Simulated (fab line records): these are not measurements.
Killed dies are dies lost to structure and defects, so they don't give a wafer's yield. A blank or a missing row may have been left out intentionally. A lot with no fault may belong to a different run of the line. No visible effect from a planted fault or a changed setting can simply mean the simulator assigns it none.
Problem report, 8D (eight disciplines) form, completed by code | flow nand-harc | the parts of the form that need people (team, actions taken, sign-off) are left out

== 1. WHAT WENT WRONG ==
At NHARC_END_SORT_01, killed-at-array averages 674 over 3 wafers from 2 lots, while fault-free wafers read 29, standard deviation 8.4. Relative to the usual mean, that is a shift of +77 standard deviations.
First seen on wafer L386.3, day 23 08:04, on prober-02. The record holds 4 wafers of 2 lots with a number at this step. Rule for "out" (also "out of limits"): further than 4 standard deviations from the usual mean. Any other wafer with a number is counted as sound.

== 2. WHAT IT IS, AND WHAT IT ISN'T ==
question                    | is                           | is not
which readings at this step | killed-at-array, killed-dies | killed-at-other, killed-at-periphery, killed-open, killed-short
which lots                  | L386, L389                   | -
which wafers of those lots  | L386.3, L389.1, L389.3       | L386.4
read on which gauges        | prober-01, prober-02         | -
when                        | from day 23 08:04            | up to then (0 sound wafers); but 1 sound wafer of L386 came after

== 3. SUSPECTS, AND WHAT RULES EACH OUT ==
Counting: if a tool at a process step up to the reading ran every lot that is out, it stays a suspect. Sound lots after the first of them don't rule it out here, since some wafers of a struck lot are sound.
- the gauge at NHARC_END_SORT_01 has been ruled out. 2 gauges (prober-01, prober-02) read the wafers that are out.
- plasma-asher-01 at NHARC_A_STAIRCASE_STRIP_171 (strips in O2): kept. It ran every lot that is out, first L386 (day 14 13:15).
- rie-diel-08 at NHARC_A_STAIRCASE_TRIM_22 (chemistry O2, time 211.2 s): kept. It ran every lot that is out, first L386 (day 14 16:13). Because NHARC_A_STAIRCASE_TRIM_22 lacks a start for some lots, the hours and order of its lots are taken from NHARC_A_STAIRCASE_ETCH_23.
- rie-diel-08 at NHARC_A_STAIRCASE_ETCH_23 (etches the open film in C4F8/O2, target depth 100 nm, time 40.5 s): kept. It ran every lot that is out, first L386 (day 14 16:13). Out on those wafers are its own readings of oes-product-au.
- rie-diel-08 at NHARC_A_STAIRCASE_ETCH_25 (etches the open film in C4F8/O2, target depth 100 nm, time 40.5 s): kept. It ran every lot that is out, first L386 (day 23 08:04). Because NHARC_A_STAIRCASE_ETCH_25 lacks a start for some lots, the hours and order of its lots are taken from NHARC_END_SORT_01.
- Within rie-diel-08 at NHARC_A_STAIRCASE_ETCH_23: the wafers that are out ran in chambers 1, 2, 3; their sound lot-mates ran in chamber 0.
- Within rie-diel-08 at NHARC_A_STAIRCASE_ETCH_25: the wafers that are out ran in chambers 0, 1, 3; their sound lot-mates ran in chamber 2.
Left after counting: plasma-asher-01 at NHARC_A_STAIRCASE_STRIP_171, rie-diel-08 at NHARC_A_STAIRCASE_TRIM_22, rie-diel-08 at NHARC_A_STAIRCASE_ETCH_23, rie-diel-08 at NHARC_A_STAIRCASE_ETCH_25.

== 4. THE CAUSE (what the simulator had put in) ==
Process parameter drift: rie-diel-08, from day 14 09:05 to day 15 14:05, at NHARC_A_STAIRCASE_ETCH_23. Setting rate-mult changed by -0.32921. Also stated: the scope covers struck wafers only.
This tool is one of the 4 suspects left after counting.

== 5. SEQUENCE OF EFFECTS, ordered by route ==
Rows list readings where the struck wafers' mean (over those with a number) sits beyond 3 standard deviations from the usual. Only readings for which the record gives a usual standard deviation are gone through. hours: the time from each lot's start at the first step in this table that gives one to its start at this step, as a median over the lots. sigmas: the change in usual standard deviations.
hours | step                      | reading         | usual      | on struck wafers | change | sigmas
0     | NHARC_A_STAIRCASE_ETCH_23 | oes-product-au  | 0.942 a.u. | 0.752            | -0.190 | -14
207   | NHARC_END_SORT_01         | killed-at-array | 29         | 674              | +645   | +77
207   | NHARC_END_SORT_01         | killed-dies     | 33         | 677              | +644   | +72
Here are the process steps it includes:
- NHARC_A_STAIRCASE_ETCH_23: etches the open film in C4F8/O2, target depth 100 nm, time 40.5 s.

== 6. HOW IT WOULD HAVE BEEN CAUGHT EARLIER ==
Counted from the fault's start at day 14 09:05, it took 215 hours until the first out-of-limits reading at a measuring or inspecting step in this record, taken at day 23 08:04.
At NHARC_A_STAIRCASE_ETCH_23, the tool's own readings (oes-product-au) were out on each struck wafer the step has a row for, so an alarm limit on them would have fired on the first such wafer.
Lots out: 2; all had begun NHARC_A_STAIRCASE_ETCH_23 on rie-diel-08 by day 23 08:04. Had the tool been put on hold then, not one of them would have been saved.
